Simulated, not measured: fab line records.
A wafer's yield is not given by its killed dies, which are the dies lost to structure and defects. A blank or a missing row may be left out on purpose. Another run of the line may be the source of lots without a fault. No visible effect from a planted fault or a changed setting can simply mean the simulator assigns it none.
Split-lot experiment / flow n5Finfet / 7 lots, 39 wafers read, on a route of 1938 steps

ON THE SPLIT
At N5_FIN_CUT_CUT_ETCH_26 (etches SiNx in CH3F/O2, target depth 39 nm, time 55.7 s), the setting sourceW was moved away from the recipe's 395 W on 12 of the 39 wafers read, by -7.3% to +17.3%. The other wafers ran this setting at the recipe's value.

The reading is taken at the split's own step.

THE READING
rfVppV, in V, at N5_FIN_CUT_CUT_ETCH_26 (etches SiNx in CH3F/O2, target depth 39 nm, time 55.7 s). On this fab line, fault-free wafers typically give 297.1 V with a standard deviation of 2.6 V.

wafer=L077.1; tool, chamber at the split=rieDiel-05, 0; sourceW as run, W=395; against the recipe=recipe; rfVppV, V=297.5; against lot-mates on the recipe=-
wafer=L077.2; tool, chamber at the split=rieDiel-05, 1; sourceW as run, W=463.4; against the recipe=+17.3%; rfVppV, V=279.0; against lot-mates on the recipe=-18.9
wafer=L077.3; tool, chamber at the split=rieDiel-05, 3; sourceW as run, W=463.4; against the recipe=+17.3%; rfVppV, V=277.0; against lot-mates on the recipe=-20.9
wafer=L077.4; tool, chamber at the split=rieDiel-05, 2; sourceW as run, W=395; against the recipe=recipe; rfVppV, V=297.1; against lot-mates on the recipe=-
wafer=L077.5; tool, chamber at the split=rieDiel-05, 2; sourceW as run, W=463.4; against the recipe=+17.3%; rfVppV, V=277.2; against lot-mates on the recipe=-20.7
wafer=L077.6; tool, chamber at the split=rieDiel-05, 3; sourceW as run, W=395; against the recipe=recipe; rfVppV, V=299.0; against lot-mates on the recipe=-
wafer=L078.1; tool, chamber at the split=rieDiel-05, 1; sourceW as run, W=395; against the recipe=recipe; rfVppV, V=298.6; against lot-mates on the recipe=-
wafer=L078.2; tool, chamber at the split=rieDiel-05, 3; sourceW as run, W=395; against the recipe=recipe; rfVppV, V=298.7; against lot-mates on the recipe=-
wafer=L078.3; tool, chamber at the split=rieDiel-05, 2; sourceW as run, W=395; against the recipe=recipe; rfVppV, V=297.7; against lot-mates on the recipe=-
wafer=L078.4; tool, chamber at the split=rieDiel-05, 0; sourceW as run, W=395; against the recipe=recipe; rfVppV, V=296.5; against lot-mates on the recipe=-
wafer=L078.5; tool, chamber at the split=rieDiel-05, 1; sourceW as run, W=395; against the recipe=recipe; rfVppV, V=298.6; against lot-mates on the recipe=-
wafer=L078.6; tool, chamber at the split=rieDiel-05, 0; sourceW as run, W=395; against the recipe=recipe; rfVppV, V=295.7; against lot-mates on the recipe=-
wafer=L086.1; tool, chamber at the split=rieDiel-05, 0; sourceW as run, W=395; against the recipe=recipe; rfVppV, V=295.8; against lot-mates on the recipe=-
wafer=L086.2; tool, chamber at the split=rieDiel-05, 1; sourceW as run, W=395; against the recipe=recipe; rfVppV, V=300.3; against lot-mates on the recipe=-
wafer=L086.3; tool, chamber at the split=rieDiel-05, 2; sourceW as run, W=395; against the recipe=recipe; rfVppV, V=298.2; against lot-mates on the recipe=-
wafer=L086.4; tool, chamber at the split=rieDiel-05, 1; sourceW as run, W=395; against the recipe=recipe; rfVppV, V=299.5; against lot-mates on the recipe=-
wafer=L086.5; tool, chamber at the split=rieDiel-05, 2; sourceW as run, W=395; against the recipe=recipe; rfVppV, V=299.9; against lot-mates on the recipe=-
wafer=L086.6; tool, chamber at the split=rieDiel-05, 0; sourceW as run, W=395; against the recipe=recipe; rfVppV, V=296.4; against lot-mates on the recipe=-
wafer=L088.1; tool, chamber at the split=rieDiel-02, 3; sourceW as run, W=395; against the recipe=recipe; rfVppV, V=292.2; against lot-mates on the recipe=-
wafer=L088.2; tool, chamber at the split=rieDiel-02, 0; sourceW as run, W=395; against the recipe=recipe; rfVppV, V=297.0; against lot-mates on the recipe=-
wafer=L088.5; tool, chamber at the split=rieDiel-02, 0; sourceW as run, W=395; against the recipe=recipe; rfVppV, V=298.3; against lot-mates on the recipe=-
wafer=L092.1; tool, chamber at the split=rieDiel-05, 3; sourceW as run, W=395; against the recipe=recipe; rfVppV, V=300.0; against lot-mates on the recipe=-
wafer=L092.2; tool, chamber at the split=rieDiel-05, 0; sourceW as run, W=395; against the recipe=recipe; rfVppV, V=296.5; against lot-mates on the recipe=-
wafer=L092.3; tool, chamber at the split=rieDiel-05, 1; sourceW as run, W=415.3; against the recipe=+5.1%; rfVppV, V=293.2; against lot-mates on the recipe=-5.2
wafer=L092.4; tool, chamber at the split=rieDiel-05, 2; sourceW as run, W=415.3; against the recipe=+5.1%; rfVppV, V=290.7; against lot-mates on the recipe=-7.7
wafer=L092.5; tool, chamber at the split=rieDiel-05, 1; sourceW as run, W=415.3; against the recipe=+5.1%; rfVppV, V=293.6; against lot-mates on the recipe=-4.8
wafer=L092.6; tool, chamber at the split=rieDiel-05, 2; sourceW as run, W=395; against the recipe=recipe; rfVppV, V=298.7; against lot-mates on the recipe=-
wafer=L095.1; tool, chamber at the split=rieDiel-02, 1; sourceW as run, W=366.1; against the recipe=-7.3%; rfVppV, V=306.2; against lot-mates on the recipe=+10.9
wafer=L095.2; tool, chamber at the split=rieDiel-02, 3; sourceW as run, W=366.1; against the recipe=-7.3%; rfVppV, V=302.8; against lot-mates on the recipe=+7.5
wafer=L095.3; tool, chamber at the split=rieDiel-02, 0; sourceW as run, W=366.1; against the recipe=-7.3%; rfVppV, V=308.5; against lot-mates on the recipe=+13.2
wafer=L095.4; tool, chamber at the split=rieDiel-02, 2; sourceW as run, W=395; against the recipe=recipe; rfVppV, V=297.5; against lot-mates on the recipe=-
wafer=L095.5; tool, chamber at the split=rieDiel-02, 2; sourceW as run, W=395; against the recipe=recipe; rfVppV, V=297.3; against lot-mates on the recipe=-
wafer=L095.6; tool, chamber at the split=rieDiel-02, 3; sourceW as run, W=395; against the recipe=recipe; rfVppV, V=291.2; against lot-mates on the recipe=-
wafer=L096.1; tool, chamber at the split=rieDiel-02, 0; sourceW as run, W=458.3; against the recipe=+16.0%; rfVppV, V=277.6; against lot-mates on the recipe=-15.1
wafer=L096.2; tool, chamber at the split=rieDiel-02, 1; sourceW as run, W=395; against the recipe=recipe; rfVppV, V=295.3; against lot-mates on the recipe=-
wafer=L096.3; tool, chamber at the split=rieDiel-02, 3; sourceW as run, W=395; against the recipe=recipe; rfVppV, V=290.2; against lot-mates on the recipe=-
wafer=L096.4; tool, chamber at the split=rieDiel-02, 2; sourceW as run, W=458.3; against the recipe=+16.0%; rfVppV, V=277.3; against lot-mates on the recipe=-15.4
wafer=L096.5; tool, chamber at the split=rieDiel-02, 1; sourceW as run, W=395; against the recipe=recipe; rfVppV, V=292.7; against lot-mates on the recipe=-
wafer=L096.6; tool, chamber at the split=rieDiel-02, 2; sourceW as run, W=458.3; against the recipe=+16.0%; rfVppV, V=276.0; against lot-mates on the recipe=-16.7

THE FIT
A straight line over all 39 wafers: rfVppV changes by -1.17 V for each +1% of sourceW; r = -0.95; the points scatter about the line by 2.5 V.
The same after taking each lot's own level away (the mean of its wafers on the recipe; 39 wafers): -1.13 V for each +1%; r = -0.97; scatter 2 V.
According to that fit, moving sourceW by its largest amount changes the reading by 20 V.
Across the lots, their own levels run from 292.73 to 298.40 V, a range of 2.2 times the standard deviation given above.
Consequently the slope shifts little with the lot-to-lot level, the two slopes agreeing.
Check: for one of the wafers moved furthest among these (+17.3%), held out of the fit, the line's prediction against its lot-mates is -19.3 V. It came out at -18.9 V against them.
Tool readings at the split's step, against how far the setting was moved: rfVppV r = -0.95.

FURTHER SPLITS ON THESE WAFERS
Before the reading, these wafers also passed through other splits. Each is held against what the fit with the lots' levels taken away leaves over:
other split on the same wafers=N5_WELL_APT_EXPOSE_22 doseMj; wafers away from the commonest value=12; r with rfVppV (lot level and that fit taken away)=+0.02
other split on the same wafers=N5_FIN_SAQP_ETCH_34 sourceW; wafers away from the commonest value=15; r with rfVppV (lot level and that fit taken away)=-0.02

THE WHOLE CHAIN: every reading that the file lists as answering this split, in the file's order
step=N5_FIN_CUT_CUT_ETCH_26; what it does=etches SiNx in CH3F/O2, target depth 39 nm, time 55.7 s; reading=rfVppV; change (the file's fit)=-1.11 V for each +1% of the setting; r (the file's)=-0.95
step=N5_FIN_CUT_CUT_ETCH_26; what it does=etches SiNx in CH3F/O2, target depth 39 nm, time 55.7 s; reading=etch.depthNm (the simulator's own value, which no gauge read); change (the file's fit)=+0.173 nm for each +1% of the setting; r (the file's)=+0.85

THE FILE'S OWN FIT
rfVppV changes by -1.11 V for each +1% of sourceW, r = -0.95.
